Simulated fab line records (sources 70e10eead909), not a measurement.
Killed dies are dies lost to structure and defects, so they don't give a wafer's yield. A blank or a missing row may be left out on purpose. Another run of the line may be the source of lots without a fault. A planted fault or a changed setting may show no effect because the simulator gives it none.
Matching of chambers | flow nand_harc | rie_diel-05 running NHARC_P_GATE_DESCUM_93: 3 sister chambers
The step chemistry O2, time 3 s. 3 wafers are shown with their chamber, then 5 later ones without.

== WAFERS PAIRED WITH THEIR CHAMBERS ==
wafer  | chamber | showerhead_plenum_p_Torr (Torr)
L583.3 | 2       | 1.83
L583.4 | 0       | 1.96
L585.1 | 1       | 1.97

== WAFERS MISSING THEIR CHAMBER ==
wafer  | showerhead_plenum_p_Torr (Torr)
L585.6 | 1.83
L595.2 | 1.97
L595.3 | 1.96
L594.3 | 1.96
L594.4 | 1.82

== WHICH CHAMBER EACH ONE RAN IN ==
wafer  | from the rows above | in truth
L585.6 | 2                   | 2
L595.2 | 1                   | 1
L595.3 | 0                   | 0
L594.3 | 0                   | 0
L594.4 | 2                   | 2
5 of 5 placed correctly. From these rows, 0 cannot be placed. Number placed wrongly: 0.
How it was worked out, from the rows above alone: a wafer's distance from a chamber is the root of the sum, over the readings, of the square of ((its reading less the chamber's mean) divided by the reading's scatter). If the next closest chamber is less than 2 further off than the closest, the wafer can't be placed; otherwise it belongs to the closest. For every chamber, the mean is computed from those of its wafers that are shown. The scatter: with one shown wafer a chamber, the root of the mean of the squares of how far each hidden wafer lies from its nearest shown one.
